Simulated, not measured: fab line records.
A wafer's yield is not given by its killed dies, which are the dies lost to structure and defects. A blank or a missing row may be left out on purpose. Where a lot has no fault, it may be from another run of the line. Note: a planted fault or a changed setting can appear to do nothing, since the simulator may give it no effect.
fab line records | flow nand_harc
[record] lots = 6 wafers = 18 last_day = 32
route steps=1302 shown A_WL_FILL@959 END@1302
lots with no fault: from the same line, run without faults
start_h: start of the lot's first displayed wafer, in hours after the record's first day | wait_h: hours since the lot's step before | " as in the row above | L1.1+2: a row that stands for several wafers | - no value, or no start was given | * or withheld: withheld | < > ~ a bound
route shown NAME@n: names a module that has steps shown in the file, with the first one's number in the route | usual: the fault-free wafers' mean and standard deviation | same: alike in all rows | chamber/n: place in a boat | sites: readings site by site | _std_site: standard deviation across them | _edge_site: the outer-site mean with the inner-site mean subtracted | radius_mm: how far each site lies from the wafer's centre | mask NAME#n: copy n | behind: the most recent tool/chamber to have shaped the wafer | hold: reason for holding the lot/hours on hold/outcome of the hold | device: which transistor (n, p or np) failed to switch | end of line: tests run on the same wafers once the route is complete | step lacking rows: just its recipe | killed: dies that structure and defects cost at the first sort, which is not the same as the wafer's yield | map: the dies of a wafer, with x for killed, . for not killed, _ for no die there
set.NAME: the setting as run; set.NAME@STEP: as run at that earlier step | model.NAME: the simulator's own value behind a step, which no gauge read
lots at some steps of the route; a table a step, a row a wafer
services: from which hour (start_h, from the record's first day; less than 0 if before it) a tool's chamber was out of use, for how many hours, and why
[[steps]]
[step NHARC_A_WL_FILL_STRIP_27]
[recipe] power_w = 1500 temp_c = 250 time_s = 20 chemistry = N2/H2
[usual] drypump_motor_current_A = 5.4/0.39 heater_power_w = 314/21
// columns lot.wafer tool chamber start_h wait_h drypump_motor_current_A heater_power_w rf_hours_counter_h
L680.1 plasma_asher-01 1 477.29 0.2 5.8 309 25
L680.3 " 1 " " 5.8 310 -
L680.5 " 1 " " 5.8 308 -
L688.2 plasma_asher-01 0 559.09 0.1 4.8 277 7
L688.3 " 1 " " 5.8 303 -
L688.6 " 0 " " 4.8 294 -
L695.1 plasma_asher-01 0 601.20 0.1 4.7 289 13
L695.2 " 1 " " 5.8 313 13
L695.5 " 0 " " 4.8 294 -
L694.2 plasma_asher-01 1 616.85 0.1 5.8 302 15
L694.1 " 0 " " 4.8 298 15
L694.3 " 1 " " 5.8 301 -
L696.1 plasma_asher-02 1 632.89 0.1 5.5 336 30
L696.4 " 1 " " 5.5 336 -
L696.5 " 1 " " 5.5 341 -
L701.2 plasma_asher-01 1 665.01 0.1 5.8 303 28
L701.3 " 1 " " 5.8 300 -
L701.5 " 1 " " 5.8 303 -
[step NHARC_A_WL_FILL_STRIP_28]
[recipe] time_s = 1200 temp_c = 72.5 chemistry = post_etch_residue_remover
[step NHARC_A_WL_FILL_PRECLEAN_06]
[recipe] time_s = 300 chemistry = DIW
[step NHARC_A_WL_FILL_SRD_07]
[step NHARC_A_WL_FILL_ANNEAL_08]
[recipe] temp_c = 450 time_s = 1800
[step NHARC_A_WL_FILL_ALD_10]
[recipe] target_thk_a = 500 pulse_time_s = 10 ald_cycles = 500 temp_c = 300 material = SiO2
[usual] heater_power_w = 468/56 precursor_pulse_height_rel = 0.998/0.02
[same] ald_cycles = 500
// columns lot.wafer tool chamber start_h wait_h heater_power_w precursor_pulse_height_rel since_wet_clean_h
L680.3 ald_hk-03 2 483.06 0.0 517 0.991 71
L680.1 " 3 " " 556 1.010 72
L680.5 " 2 485.11 2.1 527 1.007 -
L688.3 ald_hk-02 0 564.83 0.6 449 0.999 29
L688.2 " 1 " " 392 1.006 29
L688.6 " 3 566.38 2.1 478 0.971 -
L695.2 ald_hk-03 2 607.14 1.1 495 0.976 17
L695.1 " 3 " " 566 0.985 18
L695.5 " 1 608.67 2.6 428 0.955 -
L694.3 ald_hk-01 3 623.40 0.6 521 1.021 137
L694.2 " 0 " " 399 0.992 137
L694.1 " 1 " " 517 1.008 138
L696.4 ald_hk-01 3 639.19 1.1 523 0.958 153
L696.1 " 0 " " 391 0.978 153
L696.5 " 2 640.75 2.7 477 0.997 -
L701.3 ald_hk-01 2 672.90 0.6 490 0.994 7
L701.2 " 0 673.93 1.6 394 1.012 8
L701.5 " 1 " " 525 1.014 -
[step NHARC_A_WL_FILL_ETCHBACK_16]
[recipe] target_depth_a = 1200 time_s = 24 c4f8_flow_sccm = withheld o2_flow_sccm = 8 ar_flow_sccm = withheld rf_w = 600 bias_w = 800 chemistry = C4F8/O2/Ar
[usual] oes_product_au = 0.989/0.024 rf_vpp_V = 722/4.2
// columns lot.wafer tool chamber start_h wait_h oes_product_au rf_hours_counter_h rf_vpp_V
L680.3 rie_diel-05 1 - - 1.007 1.8 721
L680.1 " 3 " " 0.999 2.4 720
L680.5 " 2 " " 1.007 - 721
L688.2 rie_diel-03 3 - - 0.922 1.8 731
L688.3 " 0 " " 0.936 1.9 715
L688.6 " 2 " " 0.931 - 719
L695.2 rie_diel-05 3 - - 0.997 0.5 719
L695.1 " 0 " " 1.007 0.6 723
L695.5 " 2 " " 1.007 - 722
L694.2 rie_diel-05 3 - - 0.996 1.3 717
L694.1 " 0 " " 1.011 1.4 722
L694.3 " 2 " " 1.009 1.2 721
L696.1 rie_diel-01 1 - - 0.962 5.1 721
L696.4 " 2 " " 0.953 4.6 717
L696.5 " 1 " " 0.960 - 720
L701.2 rie_diel-01 0 - - 0.986 6.8 720
L701.3 " 1 " " 0.989 6.9 721
L701.5 " 1 " " 0.984 - 720
[step NHARC_A_WL_FILL_STRIP_29]
[recipe] time_s = 20 o2_flow_sccm = 500 ar_flow_sccm = 0 bias_w = 0 chemistry = O2
[usual] drypump_motor_current_A = 5.7/0.47 oes_product_au = 1.001/0.0073 rf_vpp_V = 57.7/0.83 showerhead_plenum_p_Torr = 3.47/0.13 throttle_valve_pct = 17.037/0.0089
// columns lot.wafer tool chamber start_h wait_h drypump_motor_current_A oes_product_au rf_hours_counter_h rf_vpp_V showerhead_plenum_p_Torr throttle_valve_pct
L680.3 rie_diel-05 3 487.77 0.1 5.3 0.992 2.5 57.5 3.37 17.039
L680.1 " 0 " " 6.9 1.008 2.2 56.6 3.51 17.035
L680.5 " 0 " " 6.9 1.014 - 58.2 3.51 17.024
L688.2 rie_diel-03 0 569.06 0.1 5.4 1.000 1.9 57.1 3.30 17.029
L688.3 " 1 " " 5.8 1.006 2.2 57.7 3.63 17.037
L688.6 " 3 " " 6.1 1.005 - 58.3 3.78 17.039
L695.1 rie_diel-05 0 610.84 0.1 6.9 0.997 0.6 58.2 3.51 17.039
L695.2 " 1 " " 6.0 0.996 0.6 58.1 3.49 17.035
L695.5 " 3 " " 5.3 1.003 - 58.2 3.36 17.044
L694.3 rie_diel-05 1 627.61 0.1 6.1 1.003 1.3 56.9 3.48 17.065
L694.1 " 2 " " 6.0 1.016 1.2 58.5 3.50 17.022
L694.2 " 3 " " 5.3 0.998 1.3 59.2 3.36 17.065
L696.4 rie_diel-01 3 642.92 0.1 5.4 1.004 5.2 57.5 3.42 17.035
L696.1 " 0 " " 5.1 1.001 4.9 57.2 3.36 17.038
L696.5 " 0 " " 5.1 0.998 - 57.2 3.36 17.036
L701.3 rie_diel-01 3 677.14 0.1 5.4 0.991 6.7 57.9 3.42 17.033
L701.2 " 0 " " 5.1 0.983 6.8 57.8 3.36 17.022
L701.5 " 1 " " 5.3 0.994 - 58.8 3.45 17.029
[step NHARC_A_WL_FILL_ETCHBACK_17]
[recipe] target_depth_a = 40 time_s = 26.7 chemistry = Cl2/BCl3
[step NHARC_A_WL_FILL_PRECLEAN_18]
[recipe] time_s = 30 chemistry = dHF
[step NHARC_A_WL_FILL_SRD_21]
[step NHARC_A_WL_FILL_CVD_23]
[recipe] target_thk_a = 400 temp_c = 620 pressure_mtorr = 200 time_s = 800 material = poly-Si
// columns lot.wafer tool chamber start_h wait_h
L680.1+3+5 lpcvd_poly-01 0 490.52 2.4
L688.2+3+6 lpcvd_poly-02 0 601.70 32.3
L694.1+2+3 lpcvd_poly-02 0 630.25 2.3
L695.1+2+5 lpcvd_poly-01 0 643.59 32.4
L696.1+4+5 lpcvd_poly-01 0 645.79 2.4
L701.2+3+5 lpcvd_poly-01 0 679.88 -
[step NHARC_A_WL_FILL_ETCHBACK_26]
[recipe] target_depth_a = 520 time_s = 13.3 hbr_flow_sccm = 150 rf_w = 350 icp_w = 350 bias_w = 60 chemistry = HBr
[usual] drypump_motor_current_A = 5.8/0.46 oes_product_au = 1.002/0.0074 throttle_valve_pct = 23.266/0.0096
// columns lot.wafer tool chamber start_h wait_h drypump_motor_current_A oes_product_au rf_hours_counter_h throttle_valve_pct
L680.1 rie_si-06 3 493.08 0.4 6.0 0.998 0.5 23.254
L680.3 " 0 " " 6.0 1.007 0.3 23.260
L680.5 " 0 " " 6.0 1.001 - 23.256
L688.2 rie_si-05 1 604.26 0.4 6.0 1.004 0.5 23.269
L688.3 " 3 " " 5.4 1.000 0.5 23.264
L688.6 " 1 " " 6.0 1.003 - 23.269
L694.3 rie_si-05 3 632.86 0.4 5.4 0.994 0.9 23.268
L694.1 " 0 " " 6.5 0.998 0.8 23.275
L694.2 " 1 " " 6.1 0.994 0.8 23.239
L695.2 rie_si-04 0 646.16 0.4 5.4 1.016 0.7 23.249
L695.1 " 1 " " 6.6 1.003 0.6 23.294
L695.5 " 0 " " 5.4 1.007 - 23.259
L696.4 rie_si-06 3 648.36 0.4 6.0 0.998 0.1 23.254
L696.1 " 0 " " 6.0 1.006 0.3 23.259
L696.5 " 1 " " 5.4 1.010 - 23.266
L701.3 rie_si-06 1 682.46 0.4 5.3 0.992 0.5 23.285
L701.2 " 3 " " 6.0 0.994 0.3 23.273
L701.5 " 1 " " 5.3 0.991 - 23.261
[step NHARC_END_SORT_01]
[recipe] temp_c = 25
[usual] killed_at_array = 56/19 killed_at_other = 1.0/1.5 killed_at_periphery = 3.4/2.4 killed_dies = 60/19 killed_open = 3.3/1.8 killed_short = 2.4/1.7
[same] gross_dies = 677
// columns lot.wafer tool chamber start_h wait_h killed_at_array killed_at_other killed_at_periphery killed_dies killed_open killed_short
L688.2 prober-01 0 683.47 2.8 58 0 10 68 5 4
L688.3 prober-01 0 684.27 3.1 54 0 5 59 7 1
L688.6 prober-01 0 686.69 4.0 50 1 10 61 3 3
L694.3 prober-02 0 710.48 3.1 58 0 3 61 3 5
L695.1 prober-02 0 726.02 2.5 54 1 0 55 0 3
L695.2 prober-02 0 726.81 2.8 44 0 1 45 3 1
L695.5 prober-02 0 729.17 3.6 52 0 0 52 3 1
// killed by level:class
L688.2 A_CHANNEL_HOLE_D2:chamber_film_flake=35 A_CHANNEL_HOLE_D1:chamber_film_flake=6 P_GATE:chamber_film_flake=4 A_BLC:chamber_film_flake=4 P_BONDPAD:chamber_film_flake=3 A_WL_FILL:geometric_particle:open=2 P_M2:chamber_film_flake=2 P_CONTACT:geometric_particle:open=1
L688.3 A_CHANNEL_HOLE_D2:chamber_film_flake=37 A_CHANNEL_HOLE_D1:chamber_film_flake=5 P_M0:geometric_particle:open=3 A_CONTACT:chamber_film_flake=3 P_GATE:chamber_film_flake=2 A_CHANNEL_HOLE_D1:geometric_particle:open=1 A_CHANNEL_FILL_D2:geometric_particle:open=1 A_SGD_CUT:geometric_particle:short=1
L688.6 A_CHANNEL_HOLE_D2:chamber_film_flake=35 A_STAIRCASE:chamber_film_flake=4 A_CONTACT:chamber_film_flake=4 P_BONDPAD:chamber_film_flake=3 A_CHANNEL_HOLE_D1:chamber_film_flake=3 P_GATE:chamber_film_flake=2 P_GATE:geometric_particle:short=1 P_CONTACT:geometric_particle:open=1
L694.3 A_SLIT:chamber_film_flake=30 A_CHANNEL_HOLE_D2:chamber_film_flake=16 A_CHANNEL_HOLE_D1:chamber_film_flake=3 P_GATE:chamber_film_flake=2 A_CONTACT:chamber_film_flake=2 P_CONTACT:geometric_particle:open=1 A_ONON_D1:geometric_particle:short=1 A_CHANNEL_FILL_D1:geometric_particle:short=1
L695.1 A_CHANNEL_HOLE_D1:chamber_film_flake=31 A_WL_FILL:chamber_film_flake=7 A_CONTACT:chamber_film_flake=6 A_SLIT:chamber_film_flake=4 A_CHANNEL_FILL_D2:chamber_film_flake=3 A_CHANNEL_HOLE_D2:geometric_particle:short=1 A_STAIRCASE:geometric_particle:short=1 STARTING-WAFER:geometric_particle:short=1
L695.2 A_CHANNEL_HOLE_D1:chamber_film_flake=27 A_CONTACT:chamber_film_flake=3 A_CHANNEL_FILL_D2:chamber_film_flake=2 A_STAIRCASE:chamber_film_flake=2 A_SLIT:chamber_film_flake=2 A_WL_FILL:chamber_film_flake=2 A_SOURCE_PLATE:geometric_particle:open=1 A_CHANNEL_FILL_D2:geometric_particle:open=1
L695.5 A_CHANNEL_HOLE_D1:chamber_film_flake=39 A_WL_FILL:chamber_film_flake=3 A_CHANNEL_FILL_D2:chamber_film_flake=2 A_STAIRCASE:chamber_film_flake=2 A_CONTACT:chamber_film_flake=2 A_SOURCE_PLATE:geometric_particle:open=1 A_ONON_D2:geometric_particle:open=1 A_ONON_D2:geometric_particle:short=1
[[services]]
// columns tool chamber start_h hours kind
rie_diel-03 - 458.30 9.0 pm
rie_diel-01 - 478.45 0.4 repair
rie_si-05 - 482.00 9.0 pm
rie_diel-01 3 493.37 14.7 repair
rie_diel-05 - 498.08 1.8 repair
rie_diel-03 2 501.69 4.2 repair
rie_diel-01 0 511.60 4.0 repair
rie_si-06 0 511.68 0.9 repair
rie_diel-05 3 512.25 6.5 repair
plasma_asher-01 - 519.36 9.0 pm
rie_diel-03 0 540.87 9.5 repair
rie_diel-01 - 557.85 9.0 pm
lpcvd_poly-01 - 566.97 26.0 pm
plasma_asher-01 - 567.66 0.6 repair
rie_diel-05 - 583.64 9.0 pm
plasma_asher-01 - 584.59 10.2 repair
rie_si-06 3 596.64 32.0 repair
rie_si-06 - 603.00 9.0 pm
rie_si-06 1 623.58 10.8 repair
rie_diel-01 2 634.99 5.9 repair
ald_hk-01 - 657.16 10.0 pm
rie_diel-05 2 660.27 6.0 repair
rie_diel-05 2 676.48 4.2 repair
rie_diel-01 3 679.15 2.7 repair
[[key]]
[first_sign] step = NHARC_A_WL_FILL_CVD_23 reading = wait_h direction = changed
effect none on later readings
met_at NHARC_A_WL_FILL_CVD_23
struck_wafers L688.2,L688.3,L688.6,L695.1,L695.2,L695.5
tester_left_out L688,L695
[fault] kind = queue_time_violation tool = lpcvd_poly-01,lpcvd_poly-02,lpcvd_poly-03 chamber = 0 onset_h = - steps = NHARC_A_WL_FILL_CVD_23 delay_hr = 30 scope = struck_lots_only
// tester_left_out: of these lots the tester's yield and bins aren't shown, on N5 and GAA mostly nor the transistor test; their killed dies are dies lost to structure and defects alone, not to doping, threshold or leakage, so they don't give the yield
